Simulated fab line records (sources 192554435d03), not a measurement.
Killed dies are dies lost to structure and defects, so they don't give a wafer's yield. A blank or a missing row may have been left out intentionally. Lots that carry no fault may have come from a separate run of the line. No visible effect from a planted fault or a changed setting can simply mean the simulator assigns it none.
8D (eight disciplines) problem report, filled in by code || flow n5-finfet || the parts of the form that need people (team, actions taken, sign-off) are left out

## 1. WHAT WENT WRONG
At N5_MOL_CONTACT_COAG_ETCH_105, etch-rf-on-time-s averages 19.33 s over 4 wafers from 2 lots, while fault-free wafers read 25.85 s, standard deviation 0.29. Measured from the usual mean, that is -22 standard deviations.
The step: etches SiARC in CF4, target depth 15.6 nm, time 26 s.
The first sign was on wafer L196.1 at day 8 04:53, on rie-diel-06. The record holds 27 wafers of 9 lots with a number at this step. The rule behind "out" and "out of limits": a value lying over 4 standard deviations away from the usual mean. Any other wafer with a number is counted as sound.

## 2. WHAT IT IS; WHAT IT IS NOT
{"question": "which readings at this step", "is": "etch-rf-on-time-s", "is not": "cf4-flow-sccm, drypump-motor-current-A, rf-vpp-V, showerhead-plenum-p-Torr, throttle-valve-pct"}
{"question": "which lots", "is": "L196, L198", "is not": "L185, L187, L188, L189, L194, L202, L206"}
{"question": "which wafers of those lots", "is": "L196.1, L196.4, L196.6, L198.4", "is not": "L198.2, L198.5"}
{"question": "read on which tools", "is": "rie-diel-06", "is not": "rie-diel-01, rie-diel-04"}
{"question": "when", "is": "from day 8 04:53", "is not": "up to then (15 sound wafers); but 8 sound wafers of L198, L202, L206 came after"}

## 3. SUSPECTS, AND WHAT RULES EACH OUT
Counting: if a tool at a process step up to the reading ran every lot that is out, it stays a suspect. Sound lots after the first of them don't rule it out here, since some wafers of a struck lot are sound.
- rie-metal-01 at N5_GATE_CUT_VAPOR_ETCH_48 (etches TiN in BCl3/Cl2): kept. It ran every lot that is out, first L196 (day 8 01:38); its last sound lot up to then is L187 (day 5 07:41).
- rie-diel-06 at N5_MOL_CONTACT_COAG_ETCH_105 (etches SiARC in CF4, target depth 15.6 nm, time 26 s): kept. It ran every lot that is out, first L196 (day 8 04:53); its last sound lot up to then is L188 (day 5 13:14). Its own etch-rf-on-time-s readings are out on those wafers.
What counting leaves: rie-metal-01 at N5_GATE_CUT_VAPOR_ETCH_48 and rie-diel-06 at N5_MOL_CONTACT_COAG_ETCH_105.

## 4. THE CAUSE (what the simulator had put in)
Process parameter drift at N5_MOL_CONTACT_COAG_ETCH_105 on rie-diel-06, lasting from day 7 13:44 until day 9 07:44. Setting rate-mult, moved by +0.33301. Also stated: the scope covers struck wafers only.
Counting left 2 suspects, and this tool is among them.

## 5. SEQUENCE OF EFFECTS, ordered by route
One row per reading whose mean, taken over the struck wafers that have a number, lies over 3 standard deviations from the usual. Only readings whose record carries a usual standard deviation are examined. hours: median over the lots of the time between each lot's start at the first step of this table that gives one and its start at this step. sigmas: the change, counted in usual standard deviations.
{"hours": 0, "step": "N5_MOL_CONTACT_COAG_ETCH_105", "reading": "etch-rf-on-time-s", "usual": "25.85 s", "on struck wafers": 19.33, "change": -6.52, "sigmas": -22}
The process steps in it:
- N5_MOL_CONTACT_COAG_ETCH_105: etches SiARC in CF4, target depth 15.6 nm, time 26 s.
At these later measuring or inspecting steps, every struck wafer for which the step has a row has a number for every such reading, and none has moved that far: N5_BEOL_M4_RC_MEAS_101.

## 6. HOW IT WOULD HAVE BEEN CAUGHT EARLIER
First out-of-limits reading in this record: day 8 04:53, which is 15 hours after fault onset at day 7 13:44.
